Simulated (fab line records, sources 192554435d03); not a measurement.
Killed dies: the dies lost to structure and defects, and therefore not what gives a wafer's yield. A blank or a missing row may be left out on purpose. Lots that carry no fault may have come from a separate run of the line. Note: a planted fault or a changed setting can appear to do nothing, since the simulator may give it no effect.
fab line records	flow n5-finfet
[record] lots = 12	wafers = 30	last-day = 16
route steps=1938 shown BEOL_M15@1786 MIM_BOT@1833 MIM_TOP@1836 MIM_TOP_LITHO@1849 PASSIVATION@1936
lots that met no fault: taken from a fault-free run of the same line
start-h: start of the lot's first displayed wafer, in hours after the record's first day	wait-h: hours since the lot's step before	" identical to the entry in the row above	L1.1+2: a single row standing in for several wafers	- no value, or no start was given	* or withheld: withheld	< > ~ a bound
route shown NAME@n: a module of which the file shows steps, and the number in the route of the first	usual: mean/standard deviation of fault-free wafers	same: alike in all rows	chamber/n: place in a boat	sites: per-site readings	_std_site: their standard deviation	_edge_site: outer sites' mean less inner sites'	radius-mm: how far each site lies from the wafer's centre	mask NAME#n: copy n	behind: the last tool/chamber to shape the wafer	hold: why the lot went on hold/how many hours it stayed there/how the hold came to an end	device: the n, p or np transistor that did not switch	end of line: tests of these same wafers at the route's end	a step without rows: its recipe alone	killed: count of dies lost to structure and defects at first sort (not the wafer's yield)	map: shows each die of a wafer: x if killed, . if not, _ if none is there
set.NAME: the run value of the setting; set.NAME@STEP: its run value at that earlier step	model.NAME: the simulator's own value behind a step, which no gauge read
steps of the route over a sample of lots; a table a step, a row a wafer
services: when a tool's chamber went out of use (start-h, in hours from the record's first day, below 0 if earlier), for how many hours, and the reason
[[steps]]
[step N5_BEOL_M15_DESCUM_15]
[recipe] chemistry = O2	time-s = 7.9	source-power-w = 50	bias-power-w = 20	pressure-mtorr = 20	rf-frequency-hz = 2.712e+07	temp-c = 40	o2-flow-sccm = 225
[usual] bias-power-w = 20.01/0.063	drypump-motor-current-A = 5.5/0.34	oes-product-au = 0.82/0.11	rf-vpp-V = 243.4/1.2	showerhead-plenum-p-Torr = 2.11/0.056	throttle-valve-pct = 20.50/0.25
lot.wafer	tool	chamber	start-h	wait-h	bias-power-w	drypump-motor-current-A	oes-product-au	rf-hours-counter-h	rf-vpp-V	showerhead-plenum-p-Torr	throttle-valve-pct
L499.4	rie-diel-02	2	235.96	0.2	19.96	5.7	0.96	8	244.4	2.11	19.86
L499.6	"	1	"	"	19.88	5.9	0.70	-	243.4	2.10	20.52
L498.1	rie-diel-01	0	241.89	0.0	19.90	5.3	0.86	55	243.5	2.13	20.73
L498.4	"	3	"	"	20.04	5.2	0.68	245	242.9	2.07	20.72
L502.1	rie-diel-06	3	271.55	0.0	19.96	4.9	0.68	248	242.8	1.97	20.98
L502.2	"	0	"	"	19.98	5.4	0.73	185	244.3	2.20	20.62
L502.6	"	2	"	"	19.92	5.0	0.83	-	244.9	2.14	20.55
L505.2	rie-diel-02	2	275.75	0.1	20.06	5.7	0.92	22	245.4	2.10	19.87
L505.5	"	0	"	"	19.95	5.8	0.84	-	244.4	2.13	20.45
L505.6	"	1	"	"	19.94	5.9	0.69	-	242.9	2.09	20.54
L506.1	rie-diel-02	0	289.78	0.0	19.92	5.9	0.83	75	243.8	2.13	20.45
L506.3	"	2	"	"	20.01	5.6	0.91	24	243.6	2.10	19.87
L506.4	"	1	"	"	20.02	5.9	0.69	245	241.5	2.09	20.56
L507.1	rie-diel-01	1	294.57	0.0	19.99	5.5	0.71	198	243.8	2.14	20.44
L507.2	"	0	"	"	20.03	5.3	0.86	62	244.2	2.12	20.73
L510.2	rie-diel-01	2	325.06	0.0	20.03	5.9	1.02	1	243.0	2.03	20.37
L510.4	"	3	"	"	19.94	5.2	0.92	10	242.4	2.06	20.47
L511.3	rie-diel-06	2	325.60	0.2	19.95	5.0	0.82	109	244.4	2.14	20.59
L511.6	"	0	"	"	19.99	5.3	0.71	-	243.2	2.19	20.63
L509.1	rie-diel-06	1	326.18	0.0	20.02	6.0	0.96	4	241.9	2.16	20.46
L509.4	"	3	"	"	20.05	4.9	0.98	10	244.3	2.23	20.62
L515.1	rie-diel-01	3	344.39	0.0	20.00	5.2	0.90	16	241.3	2.06	20.49
L515.2	"	2	"	"	20.00	5.9	0.97	7	241.6	2.03	20.37
L515.6	"	0	"	"	19.98	5.3	0.83	-	244.7	2.12	20.75
L513.3	rie-diel-01	1	347.24	0.2	19.93	5.5	0.69	216	243.4	2.14	20.46
L513.4	"	2	"	"	20.05	5.9	0.97	8	242.4	2.03	20.37
L513.6	"	3	"	"	19.98	5.2	0.90	-	241.4	2.06	20.49
L517.1	rie-diel-06	1	354.98	0.0	19.94	6.0	0.94	11	243.1	2.16	20.48
L517.3	"	2	"	"	20.08	5.1	0.79	118	242.3	2.13	20.59
L517.4	"	0	"	"	19.87	5.3	0.70	214	243.6	2.19	20.66
[step N5_BEOL_M15_STRIP_37]
[recipe] chemistry = O2	power-w = 600	temp-c = 60	pressure-mtorr = 30	rf-frequency-hz = 6e+07	bias-power-w = 0	overash-fraction = 0.3	o2-flow-sccm = 225
[usual] drypump-motor-current-A = 5.54/0.29	oes-product-au = 0.81/0.099	rf-vpp-V = 3.6/0.59	showerhead-plenum-p-Torr = 2.11/0.048	throttle-valve-pct = 16.73/0.24
[same] bias-power-w = 0
lot.wafer	tool	chamber	start-h	wait-h	drypump-motor-current-A	oes-product-au	rf-hours-counter-h	rf-vpp-V	showerhead-plenum-p-Torr	throttle-valve-pct
L499.4	rie-diel-01	0	-	-	5.27	0.86	54	3.6	2.13	16.90
L499.6	"	2	"	"	5.87	0.71	-	3.7	2.05	17.00
L498.1	rie-diel-01	1	-	-	5.52	0.73	179	2.8	2.15	16.71
L498.4	"	0	"	"	5.28	0.86	56	3.3	2.13	16.90
L502.1	rie-diel-02	0	-	-	5.84	0.84	72	3.8	2.14	16.70
L502.2	"	1	"	"	5.88	0.69	241	4.0	2.10	16.77
L502.6	"	2	"	"	5.68	0.93	-	3.1	2.11	16.13
L505.2	rie-diel-01	2	-	-	5.87	0.69	245	4.3	2.04	17.05
L505.5	"	2	"	"	5.84	0.69	-	3.5	2.04	17.02
L505.6	"	1	"	"	5.51	0.69	-	4.5	2.15	16.75
L506.1	rie-diel-06	2	-	-	5.01	0.82	96	3.5	2.15	16.79
L506.3	"	1	"	"	5.93	0.68	246	3.3	2.17	17.09
L506.4	"	1	"	"	5.94	0.69	-	3.2	2.17	17.06
L507.1	rie-diel-02	1	-	-	5.88	0.68	248	3.4	2.09	16.78
L507.2	"	2	"	"	5.66	0.91	28	3.2	2.11	16.17
L510.2	rie-diel-02	2	-	-	5.62	0.90	40	3.6	2.10	16.19
L510.4	"	2	"	"	5.62	0.90	-	5.3	2.10	16.17
L511.3	rie-diel-01	1	-	-	5.54	0.69	210	3.8	2.14	16.77
L511.6	"	0	"	"	5.27	0.83	-	3.8	2.12	16.95
L509.1	rie-diel-01	2	-	-	5.87	1.00	2	4.1	2.04	16.58
L509.4	"	1	"	"	5.51	0.68	211	3.3	2.14	16.79
L515.1	rie-diel-02	2	-	-	5.63	0.89	47	4.1	2.10	16.22
L515.2	"	0	"	"	5.85	0.80	98	3.8	2.13	16.75
L515.6	"	2	"	"	5.64	0.89	-	3.4	2.10	16.17
L513.3	rie-diel-06	3	-	-	4.92	0.95	18	3.7	2.23	16.84
L513.4	"	2	"	"	5.03	0.81	118	2.6	2.14	16.83
L513.6	"	1	"	"	5.95	0.94	-	4.3	2.16	16.64
L517.1	rie-diel-02	0	-	-	5.77	0.80	102	3.5	2.13	16.78
L517.3	"	2	"	"	5.67	0.87	52	4.0	2.10	16.20
L517.4	"	0	"	"	5.82	0.79	-	3.0	2.13	16.75
[step N5_MIM_BOT_SPUTTER_00]
[recipe] material = TiN	target-thk-a = 350	temp-c = 200	power-w = 3000	chamber-pressure-pa = 0.49996	gas = Ar	reactive-partial-pa = 0.37997	time-s = 89.7
[usual] throttle-valve-pct = 30.0/0.92
lot.wafer	tool	chamber	start-h	wait-h	throttle-valve-pct
L499.4	pvd-sputter-01	-	242.54	0.0	28.2
L499.6	"	-	"	"	29.6
L498.1	pvd-sputter-01	-	248.50	0.0	28.9
L498.4	"	-	"	"	29.9
L502.1	pvd-sputter-02	-	278.31	0.0	30.8
L502.2	"	-	"	"	29.6
L502.6	"	-	"	"	30.9
L505.2	pvd-sputter-01	-	289.25	0.0	30.4
L505.5	"	-	"	"	28.3
L505.6	"	-	"	"	30.0
L506.1	pvd-sputter-02	-	295.48	0.0	29.4
L506.3	"	-	"	"	31.0
L506.4	"	-	"	"	30.0
L507.1	pvd-sputter-03	-	301.28	0.0	31.5
L507.2	"	-	"	"	30.1
L511.3	pvd-sputter-02	-	334.88	0.0	29.2
L511.6	"	-	"	"	30.1
L510.2	pvd-sputter-02	-	335.00	0.0	29.3
L510.4	"	-	"	"	30.2
L509.1	pvd-sputter-02	-	335.60	0.0	31.2
L509.4	"	-	"	"	29.4
L515.1	pvd-sputter-02	-	351.85	0.0	30.2
L515.2	"	-	"	"	29.6
L515.6	"	-	"	"	30.1
L513.3	pvd-sputter-02	-	354.67	0.0	29.4
L513.4	"	-	"	"	31.0
L513.6	"	-	"	"	30.9
L517.1	pvd-sputter-02	-	364.87	0.0	31.0
L517.3	"	-	"	"	30.1
L517.4	"	-	"	"	29.4
[step N5_MIM_TOP_ALD_02]
[recipe] material = Al2O3	target-thk-a = *	temp-c = withheld	ald-precursor-family = TMA	ald-co-reactant = O3	pulse-time-s = withheld	purge-time-s = 3	co-reactant-purge-time-s = withheld	co-reactant-pulse-time-s = 3	ald-cycles = withheld
[usual] precursor-pulse-height-rel = 0.995/0.02
lot.wafer	tool	chamber	start-h	wait-h	precursor-pulse-height-rel
L499.4	ald-hk-01	0	-	-	0.992
L499.6	"	1	"	"	0.985
L498.1	ald-hk-02	2	-	-	0.985
L498.4	"	3	"	"	0.981
L502.1	ald-hk-02	1	-	-	1.007
L502.2	"	2	"	"	1.008
L502.6	"	3	"	"	0.989
L505.2	ald-hk-01	3	-	-	0.977
L505.5	"	3	"	"	1.026
L505.6	"	0	"	"	0.955
L506.1	ald-hk-01	1	-	-	1.021
L506.3	"	2	"	"	1.035
L506.4	"	0	"	"	0.989
L507.1	ald-hk-02	0	-	-	1.000
L507.2	"	3	"	"	1.006
L511.3	ald-hk-01	2	-	-	1.001
L511.6	"	1	"	"	1.020
L510.2	ald-hk-03	0	-	-	1.006
L510.4	"	2	"	"	0.978
L509.1	ald-hk-01	3	-	-	0.967
L509.4	"	1	"	"	1.005
L515.1	ald-hk-01	0	-	-	0.972
L515.2	"	2	"	"	1.023
L515.6	"	3	"	"	0.997
L513.3	ald-hk-01	1	-	-	0.981
L513.4	"	3	"	"	0.980
L513.6	"	0	"	"	0.960
L517.1	ald-hk-01	2	-	-	0.967
L517.3	"	0	"	"	0.991
L517.4	"	1	"	"	0.974
[step N5_MIM_TOP_LITHO_INSPECT_12]
[recipe] mode = adi	inspect-instrument = macro
[usual] raw-defect-count = 2.3/1.6
lot.wafer	tool	chamber	start-h	wait-h	raw-defect-count
L499.4	defect-inspect-02	-	243.71	0.0	2
L499.6	"	-	"	"	3
L498.1	defect-inspect-02	-	251.74	0.0	1
L498.4	"	-	"	"	2
L502.1	defect-inspect-02	-	280.69	0.0	4
L502.2	"	-	"	"	5
L502.6	"	-	"	"	2
L505.2	defect-inspect-01	-	291.19	0.0	2
L505.5	"	-	"	"	3
L505.6	"	-	"	"	1
L506.1	defect-inspect-01	-	297.07	0.0	3
L506.3	"	-	"	"	0
L506.4	"	-	"	"	2
L507.1	defect-inspect-01	-	302.76	0.0	2
L507.2	"	-	"	"	2
L511.3	defect-inspect-02	-	336.79	0.0	1
L511.6	"	-	"	"	1
L510.2	defect-inspect-01	-	336.83	0.0	3
L510.4	"	-	"	"	1
L509.1	defect-inspect-02	-	337.09	0.0	1
L509.4	"	-	"	"	3
L515.1	defect-inspect-02	-	354.84	0.0	2
L515.2	"	-	"	"	1
L515.6	"	-	"	"	2
L513.3	defect-inspect-01	-	356.13	0.0	>300
L513.4	"	-	"	"	>300
L513.6	"	-	"	"	>300
L517.1	defect-inspect-02	-	367.92	0.0	>300
L517.3	"	-	"	"	>300
L517.4	"	-	"	"	>300
[step N5_PASSIVATION_PROBE_49]
[usual] defect-limited-yield = 91.3/1.5	killed_at_M0_to_M3 = 33/12	killed_at_M4_up = 15/5.2	killed-at-contacts = 12/5.1	killed-at-front-end = 39/11	killed-at-other = 5/3.6	killed-dies = 103/18	killed-on-rim = 14/4.3	killed-open = 67/13	killed-short = 33/7.8	sort_bin_5_function = 5.1/0.96	sort_bin_6_memory = 3.2/0.71	sort_bin_8_speed = 0.01/0.063	sort-n-pass = 1077/18	sort-yield-pct = 91.3/1.5
[same] gross-dies = 1180	killed-at-back-side = 0	sort_bin_4_leakage[%] = 0
lot.wafer	tool	chamber	start-h	wait-h	defect-limited-yield[%]	killed_at_M0_to_M3	killed_at_M4_up	killed-at-contacts	killed-at-front-end	killed-at-other	killed-dies	killed-on-rim	killed-open	killed-short	sort_bin_5_function[%]	sort_bin_6_memory[%]	sort_bin_8_speed[%]	sort-n-pass	sort-yield-pct[%]
L513.3	prober-02	-	366.23	0.1	79.3	32	25	8	22	157	244	14	59	27	13.3	3.6	0	936	79.3
L513.4	prober-02	-	366.28	0.2	81.7	51	8	6	13	138	216	26	52	30	10.8	3.1	0	964	81.7
L513.6	prober-02	-	366.38	0.3	79.9	39	8	18	41	131	237	31	71	32	12.4	3.7	0	943	79.9
L517.1	prober-01	-	379.17	0.0	79.2	31	11	13	57	134	246	38	61	34	12.3	3.4	0	934	79.2
L517.3	prober-01	-	379.27	0.1	80.8	27	16	14	38	131	226	27	73	25	12.1	3.7	0.51	948	80.3
L517.4	prober-01	-	379.32	0.2	79.7	22	11	6	32	168	239	19	58	19	13.2	3.1	0	941	79.7
// killed by level:class
L513.3 MIM_BOT:unspecified=155 BEOL_M3:geometric-particle:open=9 STI_FIN_REVEAL:geometric-particle:open=8 BEOL_M2:geometric-particle:open=8 MOL_CONTACT_COAG:geometric-particle:open=7 BEOL_M1:geometric-particle:open=5 BEOL_M4:geometric-particle:short=5 STI_FIN_REVEAL:geometric-particle:short=4
L513.4 MIM_BOT:unspecified=133 BEOL_M3:geometric-particle:open=15 BEOL_M0_SAQP:geometric-particle:open=11 BEOL_M0_SAQP:geometric-particle:short=9 STI_FIN_REVEAL:geometric-particle:open=6 BEOL_M3:geometric-particle:short=5 MOL_CONTACT_COAG:geometric-particle:short=3 MOL_CONTACT_COAG:geometric-particle:open=3
L513.6 MIM_BOT:unspecified=130 STI_FIN_REVEAL:geometric-particle:open=18 BEOL_M3:geometric-particle:open=15 MOL_CONTACT_COAG:geometric-particle:open=14 BEOL_M3:geometric-particle:short=7 BEOL_M0_SAQP:geometric-particle:open=6 FIN_SAQP:geometric-particle:short=4 MOL_CONTACT_COAG:geometric-particle:short=4
L517.1 MIM_BOT:unspecified=130 HKMG_FIN:area-etch=21 STI_FIN_REVEAL:geometric-particle:open=9 MOL_CONTACT_COAG:geometric-particle:open=9 BEOL_M0_SAQP:geometric-particle:open=7 BEOL_M0_SAQP:geometric-particle:short=7 FIN_SAQP:geometric-particle:short=5 GATE_CUT:geometric-particle:short=5
L517.3 MIM_BOT:unspecified=128 BEOL_M2:geometric-particle:open=12 FIN_SAQP:geometric-particle:open=10 STI_FIN_REVEAL:geometric-particle:open=9 MOL_CONTACT_COAG:geometric-particle:open=9 BEOL_M4:geometric-particle:open=7 MOL_CONTACT_COAG:geometric-particle:short=5 BEOL_M0_SAQP:geometric-particle:short=5
L517.4 MIM_BOT:unspecified=162 STI_FIN_REVEAL:geometric-particle:open=8 MOL_CONTACT_COAG:geometric-particle:open=6 BEOL_M0_SAQP:geometric-particle:short=6 FIN_SAQP:geometric-particle:open=5 GATE_CUT:geometric-particle:open=5 BEOL_M1:geometric-particle:open=5 BEOL_M2:geometric-particle:open=5
[[services]]
tool	chamber	start-h	hours	kind
rie-diel-01	2	220.13	3.2	repair
rie-diel-02	3	236.85	-	clean
rie-diel-02	3	236.85	-	consumable-replace:focus-ring
rie-diel-02	3	236.85	19.3	scheduled-down
rie-diel-02	3	236.85	19.3	vent-cycle
rie-diel-02	3	266.56	10.3	repair
rie-diel-01	3	276.92	-	clean
rie-diel-01	3	276.92	-	consumable-replace:focus-ring
rie-diel-01	3	276.92	17.9	scheduled-down
rie-diel-01	3	276.92	17.9	vent-cycle
rie-diel-01	2	298.99	-	clean
rie-diel-01	2	298.99	-	consumable-replace:focus-ring
rie-diel-01	2	298.99	20.1	scheduled-down
rie-diel-01	2	298.99	20.1	vent-cycle
pvd-sputter-01	-	301.73	2.1	repair
rie-diel-02	1	304.80	-	clean
rie-diel-02	1	304.80	-	consumable-replace:focus-ring
pvd-sputter-01	-	310.66	1.0	repair
rie-diel-02	3	320.24	22.2	repair
pvd-sputter-01	-	328.15	1.8	repair
ald-hk-02	-	333.17	3.1	repair
rie-diel-01	0	350.91	2.9	repair
rie-diel-06	2	352.76	1.7	repair
rie-diel-02	1	356.52	10.3	repair
[[key]]
[first-sign] step = N5_MIM_TOP_LITHO_INSPECT_12	reading = raw-defect-count	direction = up	sigmas = 99+	usual = 2.3	struck = >300
[effect] step = N5_PASSIVATION_PROBE_49	reading = killed-at-other	direction = up	sigmas = 39	usual = 5	struck = 143
[more-kills-born-at] N5_MIM_BOT_SPUTTER_00@pvd-sputter-02 = 838
met-at N5_MIM_BOT_SPUTTER_00
struck-lots L513,L517
[baseline-loss] step = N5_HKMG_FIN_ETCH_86	wafers = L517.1
not-acting-at N5_BEOL_M15_DESCUM_15,N5_BEOL_M15_STRIP_37,N5_MIM_TOP_ALD_02
onset-between 351.85 354.67
also-fits time
[fault] kind = chamber-particle-source	tool = pvd-sputter-02	chamber = -	onset-h = 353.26	steps = N5_MIM_BOT_SPUTTER_00	rate-per-visit-cm2 = 1.9285	end-h = 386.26
// baseline-loss: these wafers lose ten dies or more at that step, a loss of the line's own and not of a fault; the sort's usual values leave them out
